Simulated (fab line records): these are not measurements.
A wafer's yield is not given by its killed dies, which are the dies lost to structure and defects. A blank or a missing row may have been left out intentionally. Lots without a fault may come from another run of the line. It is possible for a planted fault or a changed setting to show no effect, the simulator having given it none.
Split-lot experiment | flow n5-finfet | route with 1938 steps; 7 lots, 21 wafers read

== THE SPLIT ==
At N5_BEOL_M0_SAQP_PECVD_97 (deposits SiNx from SiH4/NH3/N2, target thk 23 nm, time 19.9 s), the setting time-s was moved away from the recipe's 19.9 s on 6 of the 21 wafers read, by -9.1% to +14.3%. For the rest of the wafers, this setting stayed at what the recipe calls for.

== FROM THE SPLIT TO THE READING: what the file shows between them, 3 steps ==
- N5_BEOL_M0_SAQP_PECVD_04: deposits a-Si from SiH4/He, target thk 60 nm, time 60.2 s
- N5_BEOL_M0_SAQP_HM_OPEN_112: chemistry CHF3/O2, target SiO2, stops on a-Si, target depth 12 nm, time 13.5 s
- N5_BEOL_M0_SAQP_STRIP_113: strips in CHF3/O2

== THE READING ==
SiNx_of_BEOL_M0_SAQP_PECVD_97.thk-nm (the simulator's own value, which no gauge read), in nm, at N5_BEOL_M0_SAQP_MANDREL_ETCH_20 (etches a-Si in HBr/Cl2, stops on SiNx, target depth 60 nm, bt time 10 s, time 30 s). No usual value for it is given in the file. Across the 15 wafers here that went through the recipe, the average is 18.2 nm and the standard deviation 0.44 nm.

wafer  | tool, chamber at the split | time-s as run, s | against the recipe | SiNx_of_BEOL_M0_SAQP_PECVD_97.thk-nm, nm | against lot-mates on the recipe
L078.1 | pecvd-01, 0                | 19.9             | recipe             | 17.8                                     | -
L078.4 | pecvd-01, 2                | 19.9             | recipe             | 18.4                                     | -
L078.5 | pecvd-01, 0                | 19.9             | recipe             | 18.8                                     | -
L081.2 | pecvd-02, 1                | 22.75            | +14.3%             | 21.8                                     | +3.4
L081.3 | pecvd-02, 2                | 19.9             | recipe             | 18                                       | -
L081.5 | pecvd-02, 1                | 19.9             | recipe             | 18.8                                     | -
L080.3 | pecvd-03, 1                | 19.15            | -3.8%              | 17.4                                     | -1.6
L080.4 | pecvd-03, 1                | 19.9             | recipe             | 19                                       | -
L080.6 | pecvd-03, 2                | 19.15            | -3.8%              | 18                                       | -1.0
L088.1 | pecvd-03, 1                | 19.9             | recipe             | 17.8                                     | -
L088.3 | pecvd-03, 0                | 19.9             | recipe             | 18.4                                     | -
L088.5 | pecvd-03, 0                | 19.9             | recipe             | 18.4                                     | -
L091.1 | pecvd-03, 1                | 19.9             | recipe             | 17.4                                     | -
L091.2 | pecvd-03, 0,1              | 19.9             | recipe             | 18                                       | -
L091.6 | pecvd-03, 0,1              | 19.9             | recipe             | 18                                       | -
L093.1 | pecvd-01, 2                | 19.9             | recipe             | 17.6                                     | -
L093.2 | pecvd-01, 0                | 19.9             | recipe             | 18                                       | -
L093.4 | pecvd-01, 2                | 19.9             | recipe             | 18.2                                     | -
L096.2 | pecvd-03, 2                | 18.09            | -9.1%              | 15.6                                     | no lot-mate on the recipe
L096.5 | pecvd-03, 1,0              | 18.09            | -9.1%              | 16.4                                     | no lot-mate on the recipe
L096.6 | pecvd-03, 1,0              | 18.09            | -9.1%              | 16.2                                     | no lot-mate on the recipe
Where a row lists several chambers, the file gives one row for several wafers and doesn't say which wafer went through which chamber.

THE FIT
A straight line over all 21 wafers: SiNx_of_BEOL_M0_SAQP_PECVD_97.thk-nm changes by +0.237 nm for each +1% of time-s; r = +0.93; the points scatter about the line by 0.45 nm.
The same after taking each lot's own level away (the mean of its wafers on the recipe; 18 wafers): +0.252 nm for each +1%; r = +0.94; scatter 0.35 nm.
On that fit, the largest move of time-s shifts the reading by 3.6 nm.
Across the lots, their own levels run from 17.80 to 19.00 nm, a range of 2.7 times the standard deviation given above.
So the lot-to-lot level changes the slope little: the two slopes agree.
Check: +4.94 nm against its lot-mates is what the line predicts for one of the wafers moved furthest among these (+14.3%) when that wafer is left out of the fit. It came out at +3.4 nm against them.

== FURTHER SPLITS ON THESE WAFERS ==
These wafers also went through other splits before the reading. Each is held against what the fit with the lots' levels taken away leaves over:
other split on the same wafers       | wafers away from the commonest value | r with SiNx_of_BEOL_M0_SAQP_PECVD_97.thk-nm (lot level and that fit taken away)
N5_MOL_CONTACT_COAG_COAT_76 spin-rpm | 7                                    | -0.39
N5_BEOL_M0_SAQP_ILD_DEP_01 time-s    | 8                                    | -0.14

== THE WHOLE CHAIN: every reading that the file lists as answering this split, in the file's order ==
step                            | what it does                                                                       | reading                                                                               | change (the file's fit)               | r (the file's)
N5_BEOL_M0_SAQP_PECVD_97        | deposits SiNx from SiH4/NH3/N2, target thk 23 nm, time 19.9 s                      | SiNx_of_BEOL_M0_SAQP_PECVD_97.thk-nm (the simulator's own value, which no gauge read) | +0.249 nm for each +1% of the setting | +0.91
N5_BEOL_M0_SAQP_MANDREL_ETCH_20 | etches a-Si in HBr/Cl2, stops on SiNx, target depth 60 nm, bt time 10 s, time 30 s | SiNx_of_BEOL_M0_SAQP_PECVD_97.thk-nm (the simulator's own value, which no gauge read) | +0.244 nm for each +1% of the setting | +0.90

== FILE'S OWN FIT ==
SiNx_of_BEOL_M0_SAQP_PECVD_97.thk-nm changes by +0.244 nm for each +1% of time-s, r = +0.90.
